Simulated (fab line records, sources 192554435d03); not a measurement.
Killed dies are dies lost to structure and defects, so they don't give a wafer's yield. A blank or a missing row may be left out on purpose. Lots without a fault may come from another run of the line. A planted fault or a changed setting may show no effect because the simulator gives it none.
One fault seen from 3 desks | flow n5_finfet | each desk has only its own numbers; what lay behind them comes last

THE DEFECT DESK
What the inspections along the route counted, lot by lot: means of the sampled wafers that have a number. A lot is out of limits, marked OUT, if its mean lies more than 4 standard deviations from the usual mean; the brackets give that distance.
Columns: A = raw_defect_count at N5_MOL_CONTACT_COAG_INSPECT_57, usual 187
lot  | first seen here | A
L828 | day 5 19:38     | 126
L830 | day 6 05:04     | 211
L840 | day 9 03:10     | 139
L845 | day 9 21:59     | 160
L848 | day 10 16:37    | 204
L849 | day 10 22:44    | 144
This desk's finding: nothing out of limits on any of the 6 lots.

THE TOOL OWNER'S DESK: rie_diel-03
The tool's own readings at N5_MOL_CONTACT_COAG_ETCH_91 (etches SOC in N2/H2, target depth 60 nm, overetch 21 nm, time 101.2 s): means of the sampled wafers that have a number, for each lot that ran on this tool. A lot is out of limits, marked OUT, if its mean lies more than 4 standard deviations from the usual mean; the brackets give that distance. Of its 8 readings 7 are shown: the one that was out of limits first, and those that lie furthest out on some lot.
Columns: A = chamber_pressure_mTorr at N5_MOL_CONTACT_COAG_ETCH_91, usual 30.003 mTorr; B = drypump_motor_current_A at N5_MOL_CONTACT_COAG_ETCH_91, usual 5.9 A; C = h2_flow_sccm at N5_MOL_CONTACT_COAG_ETCH_91, usual 200.1 sccm; D = oes_product_au at N5_MOL_CONTACT_COAG_ETCH_91, usual 0.63 a.u.; E = rf_fwd_power_W at N5_MOL_CONTACT_COAG_ETCH_91, usual 834.1 W; F = rf_vpp_V at N5_MOL_CONTACT_COAG_ETCH_91, usual 523.6 V; G = throttle_valve_pct at N5_MOL_CONTACT_COAG_ETCH_91, usual 17.78 %
lot  | first seen here | A      | B   | C     | D    | E                | F               | G
L828 | day 5 20:20     | 30.019 | 5.8 | 199.9 | 0.71 | 835.9            | 523.2           | 17.67
L840 | day 9 03:34     | 30.003 | 5.5 | 199.7 | 0.60 | 1035.4 (+75) OUT | 487.3 (-16) OUT | 18.03
L845 | day 9 22:26     | 29.976 | 5.6 | 200.0 | 0.64 | 1037.3 (+75) OUT | 488.2 (-16) OUT | 18.03
This desk's finding: out of limits on L840, L845; first on L840, day 9 03:34 (rf_fwd_power_W at N5_MOL_CONTACT_COAG_ETCH_91). In limits: L828.

THE METROLOGY DESK
What the gauges read, lot by lot, whatever tool the lot ran on: means of the sampled wafers that have a number. A lot is out of limits, marked OUT, if its mean lies more than 4 standard deviations from the usual mean; the brackets give that distance.
Columns: A = cd_nm at N5_MOL_CONTACT_COAG_CD_MEAS_84, usual 25.12 nm; B = VG_OVL at N5_MOL_CONTACT_COAG_OVL_MEAS_85, usual 0.0 nm
lot  | first seen here | A     | B
L828 | day 5 19:33     | 25.01 | -0.7
L830 | day 6 04:59     | 25.37 | 0.9
L840 | day 9 03:05     | 24.75 | 0.1
L845 | day 9 21:54     | 25.38 | 0.1
L848 | day 10 16:32    | 24.87 | 0.3
L849 | day 10 22:38    | 25.13 | -0.8
This desk's finding: nothing out of limits on any of the 6 lots.

PUT TOGETHER
The tool owner's desk could have raised an alarm at day 9 03:34, on L840, L845.
The defect desk saw nothing out of limits.
The metrology desk saw nothing out of limits.
The defect desk has L840, L845 on record, within its limits.
The metrology desk has L840, L845 on record, within its limits.
Of the lots named, all ran N5_MOL_CONTACT_COAG_ETCH_91 on rie_diel-03.

WHAT THE SIMULATOR HAD PUT IN
Process parameter drift: rie_diel-03, from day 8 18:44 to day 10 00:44, at N5_MOL_CONTACT_COAG_ETCH_91. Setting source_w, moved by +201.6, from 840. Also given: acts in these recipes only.
Lots struck among those shown: L840, L845.
Hours from the fault's start to each desk's first reading out of limits: the tool owner's desk, 9.
